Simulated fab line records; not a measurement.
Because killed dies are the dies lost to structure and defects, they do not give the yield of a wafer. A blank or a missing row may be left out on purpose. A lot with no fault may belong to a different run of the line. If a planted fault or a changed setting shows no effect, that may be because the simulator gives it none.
One fault seen from 3 desks | flow n5_finfet | each desk holds nothing but its own numbers, with what lay behind them at the end

## THE DEFECT DESK
For each lot, the counts of the inspections along the route, averaged over the sampled wafers that have a number. Marked OUT: a lot whose mean sits more than 4 standard deviations from the usual mean, which makes it out of limits; the brackets give that distance.
Columns: A = raw_defect_count at N5_SD_EPI_P_INSPECT_26, usual 179; B = raw_defect_count at N5_SD_ACTIVATION_INSPECT_02, usual 176
lot  | first seen here | A             | B
L609 | day 3 12:15     | 211           | 187
L610 | day 3 16:26     | 154           | 142
L611 | day 3 21:02     | 208           | 222
L613 | day 4 10:26     | 246           | 226
L614 | day 4 16:03     | 115           | 120
L615 | day 4 19:53     | 151           | 157
L618 | day 5 21:10     | 152           | 152
L626 | day 7 17:25     | 785 (+16) OUT | 752 (+16) OUT
L628 | day 8 04:28     | 810 (+16) OUT | 785 (+17) OUT
L630 | day 8 18:40     | 194           | 176
This desk finds L626, L628 out of limits, L626 being first, at day 7 17:25 (raw_defect_count at N5_SD_EPI_P_INSPECT_26). Within limits: L609, L610, L611, L613, L614, L615, L618, L630.

## FOR THE TOOL OWNER'S DESK: epi_rpcvd-04
The tool's own readings at N5_SD_EPI_P_PRECLEAN_51 (cleans in NF3:NH3, afs cycles 1, time 20 s, sublimation time 60 s): means of the sampled wafers that have a number, for each lot that ran on this tool. Marked OUT: a lot whose mean sits more than 4 standard deviations from the usual mean, which makes it out of limits; the brackets give that distance.
Columns: A = sublimation_temp_c at N5_SD_EPI_P_PRECLEAN_51, usual 180.01 C
lot  | first seen here | A
L610 | day 3 13:36     | 179.96
L611 | day 3 18:22     | 180.07
L613 | day 4 07:41     | 179.94
L626 | day 7 14:43     | 180.00
L628 | day 8 01:39     | 180.02
Result from this desk: across the 5 lots, nothing is out of limits.

## FROM THE METROLOGY DESK
What the gauges read for every lot (on any tool): the sampled wafers with a number, averaged. Marked OUT: a lot whose mean sits more than 4 standard deviations from the usual mean, which makes it out of limits; the brackets give that distance. Shown here are 7 of its 12 readings, the ones lying furthest out on some lot.
Columns: A = DIBL_P at N5_BEOL_M4_RC_MEAS_101, usual 37.1 mV/V; B = IOFF_N at N5_BEOL_M4_RC_MEAS_101, usual 0.17 nA/um; C = IOFF_P at N5_BEOL_M4_RC_MEAS_101, usual 0.23 nA/um; D = SS_N at N5_BEOL_M4_RC_MEAS_101, usual 71.8 mV/dec; E = SS_P at N5_BEOL_M4_RC_MEAS_101, usual 73.6 mV/dec; F = VT_N at N5_BEOL_M4_RC_MEAS_101, usual 250 mV; G = VT_P at N5_BEOL_M4_RC_MEAS_101, usual -249.7 mV
lot  | first seen here | A    | B    | C    | D    | E    | F   | G
L609 | day 3 17:40     | 37.9 | 0.19 | 0.20 | 72.0 | 73.8 | 249 | -250.9
L610 | day 3 20:13     | 36.4 | 0.15 | 0.22 | 71.4 | 73.6 | 251 | -247.9
L611 | day 4 00:58     | 42.5 | 0.26 | 0.32 | 72.3 | 74.6 | 243 | -245.5
L613 | day 4 14:43     | 35.7 | 0.15 | 0.20 | 72.1 | 74.2 | 253 | -250.8
L614 | day 4 20:01     | 39.5 | 0.20 | 0.29 | 71.8 | 74.2 | 247 | -245.2
L615 | day 5 01:09     | 37.7 | 0.18 | 0.24 | 71.8 | 73.3 | 250 | -248.4
L618 | day 6 01:27     | 37.3 | 0.20 | 0.25 | 71.7 | 74.3 | 248 | -249.7
L626 | day 7 21:13     | 39.3 | 0.21 | 0.26 | 72.0 | 73.6 | 247 | -248.1
L628 | day 8 08:24     | 41.6 | 0.24 | 0.30 | 73.3 | 75.0 | 244 | -246.2
L630 | day 8 22:31     | 34.0 | 0.15 | 0.21 | 71.7 | 72.8 | 250 | -248.1
Result from this desk: across the 10 lots, nothing is out of limits.

## TAKEN TOGETHER
The defect desk could have raised an alarm at day 7 17:25, on L626, L628.
Nothing out of limits was seen by the tool owner's desk.
From the metrology desk's view, nothing was out of limits.
The tool owner's desk has L626, L628 on record, within its limits.
The metrology desk holds a record of L626, L628, inside its limits.
Of the lots named, all ran N5_SD_EPI_P_PRECLEAN_51 on epi_rpcvd-04.

## WHAT HAD BEEN PUT IN BY THE SIMULATOR
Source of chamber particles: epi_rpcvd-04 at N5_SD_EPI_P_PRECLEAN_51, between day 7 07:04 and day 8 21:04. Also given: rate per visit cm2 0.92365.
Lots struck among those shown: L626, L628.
Hours from the fault's start to each desk's first reading out of limits: the defect desk, 10.
